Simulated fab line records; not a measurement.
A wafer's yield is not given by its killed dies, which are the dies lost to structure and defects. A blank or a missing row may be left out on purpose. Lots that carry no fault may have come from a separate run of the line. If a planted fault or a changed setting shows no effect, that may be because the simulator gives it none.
Which tool was responsible? || flow nand-harc || 33 wafers from 11 lots sampled at 5 of the route's 1302 steps

== WHAT EACH GAUGE READ, for each wafer ==
NHARC_END_SORT_01.
{"lot": "L349", "measured": "day 31 09:19", "on": "prober-01", "killed-at-array": "55 60 66"}

== WHICH TOOL RAN EACH LOT (tool, then ch and the chambers of the sampled wafers, then the start) ==
{"lot": "L332", "NHARC_P_CONTACT_DESCUM_17": "rie-diel-01 ch 2,3, day 6 06:52", "NHARC_P_CONTACT_ETCH_35": "rie-diel-01 ch 0,1, day 6 06:58", "NHARC_P_CONTACT_ETCH_36": "rie-diel-01 ch 0,1,2, day 6 07:07", "NHARC_P_CONTACT_DEGAS_38": "pvd-sputter-02, day 6 08:28"}
{"lot": "L333", "NHARC_P_CONTACT_DESCUM_17": "rie-diel-11 ch 0,1,3, day 6 12:22", "NHARC_P_CONTACT_ETCH_35": "rie-diel-11 ch 0,1,2, day 6 12:26", "NHARC_P_CONTACT_ETCH_36": "rie-diel-11 ch 2,3, day 6 12:34", "NHARC_P_CONTACT_DEGAS_38": "pvd-sputter-03, day 6 13:57"}
{"lot": "L334", "NHARC_P_CONTACT_DESCUM_17": "rie-diel-11 ch 0,2, day 7 02:25", "NHARC_P_CONTACT_ETCH_35": "rie-diel-11 ch 0,3, day 7 02:30", "NHARC_P_CONTACT_ETCH_36": "rie-diel-11 ch 1,2,3, day 7 02:38", "NHARC_P_CONTACT_DEGAS_38": "pvd-sputter-03, day 7 04:01"}
{"lot": "L335", "NHARC_P_CONTACT_DESCUM_17": "rie-diel-12 ch 2,3, day 7 03:07", "NHARC_P_CONTACT_ETCH_35": "rie-diel-12 ch 0,2,3, day 7 03:13", "NHARC_P_CONTACT_ETCH_36": "rie-diel-12 ch 0,3, day 7 03:19", "NHARC_P_CONTACT_DEGAS_38": "pvd-sputter-02, day 7 04:44"}
{"lot": "L340", "NHARC_P_CONTACT_DESCUM_17": "rie-diel-11 ch 0,1,3, day 9 04:52", "NHARC_P_CONTACT_ETCH_35": "rie-diel-11 ch 0,1,2, day 9 04:56", "NHARC_P_CONTACT_ETCH_36": "rie-diel-11 ch 0,2,3, day 9 05:02", "NHARC_P_CONTACT_DEGAS_38": "pvd-sputter-03, day 9 06:26"}
{"lot": "L342", "NHARC_P_CONTACT_DESCUM_17": "rie-diel-11 ch 0,2,3, day 9 21:02", "NHARC_P_CONTACT_ETCH_35": "rie-diel-11 ch 1,2, day 9 21:06", "NHARC_P_CONTACT_ETCH_36": "rie-diel-11 ch 2,3, day 9 21:11", "NHARC_P_CONTACT_DEGAS_38": "pvd-sputter-03, day 9 22:36"}
{"lot": "L345", "NHARC_P_CONTACT_DESCUM_17": "rie-diel-12 ch 0,1,2, day 11 03:30", "NHARC_P_CONTACT_ETCH_35": "rie-diel-12 ch 0,3, day 11 03:35", "NHARC_P_CONTACT_ETCH_36": "rie-diel-12 ch 1,2, day 11 03:42", "NHARC_P_CONTACT_DEGAS_38": "pvd-sputter-02, day 11 05:05"}
{"lot": "L349", "NHARC_P_CONTACT_DESCUM_17": "rie-diel-12 ch 0,3, day 13 03:10", "NHARC_P_CONTACT_ETCH_35": "rie-diel-12 ch 0,3, day 13 03:16", "NHARC_P_CONTACT_ETCH_36": "rie-diel-12 ch 0,1,3, day 13 03:24", "NHARC_P_CONTACT_DEGAS_38": "pvd-sputter-03, day 13 04:47"}
{"lot": "L351", "NHARC_P_CONTACT_DESCUM_17": "rie-diel-11 ch 0,3, day 14 05:29", "NHARC_P_CONTACT_ETCH_35": "rie-diel-11 ch 1,2, day 14 05:34", "NHARC_P_CONTACT_ETCH_36": "rie-diel-11 ch 0,1,2, day 14 05:46", "NHARC_P_CONTACT_DEGAS_38": "pvd-sputter-01, day 14 07:06"}
{"lot": "L352", "NHARC_P_CONTACT_DESCUM_17": "rie-diel-11 ch 0,1,3, day 14 11:55", "NHARC_P_CONTACT_ETCH_35": "rie-diel-11 ch 0,1, day 14 11:59", "NHARC_P_CONTACT_ETCH_36": "rie-diel-11 ch 0,3, day 14 12:05", "NHARC_P_CONTACT_DEGAS_38": "pvd-sputter-03, day 14 13:29"}
{"lot": "L353", "NHARC_P_CONTACT_DESCUM_17": "rie-diel-01 ch 1,3, day 14 12:14", "NHARC_P_CONTACT_ETCH_35": "rie-diel-01 ch 0,3, day 14 12:19", "NHARC_P_CONTACT_ETCH_36": "rie-diel-01 ch 1,3, day 14 12:24", "NHARC_P_CONTACT_DEGAS_38": "pvd-sputter-01, day 14 13:49"}
- NHARC_P_CONTACT_DESCUM_17: chemistry O2, time 3 s.
- NHARC_P_CONTACT_ETCH_35: etches the open film in CF4, target depth 39 nm, time 65 s.
- NHARC_P_CONTACT_ETCH_36: etches the open film in N2/H2, target depth 260 nm, time 406.25 s.
- NHARC_P_CONTACT_DEGAS_38: time 60 s.

== THE ANSWER, worked out from the rows above alone ==
Rule: the lots themselves supply what counts as usual. Put in order of their means at a reading, lots are off if they are a third of the lots or fewer, leave a main group of 4 or more, and stand apart from it by a gap of 3 or more times the standard deviation of the main group's means; of several such gaps the widest counts. A main group is skipped when, at the precision printed for the reading in the tables above, its means are all equal. A lot without any number at a reading at which 4 lots or more have one is off too. Any other lot the step has rows for is counted as sound.
Nothing can be told from this: no lot is off at any reading shown.

== WHAT WAS PUT IN BY THE SIMULATOR ==
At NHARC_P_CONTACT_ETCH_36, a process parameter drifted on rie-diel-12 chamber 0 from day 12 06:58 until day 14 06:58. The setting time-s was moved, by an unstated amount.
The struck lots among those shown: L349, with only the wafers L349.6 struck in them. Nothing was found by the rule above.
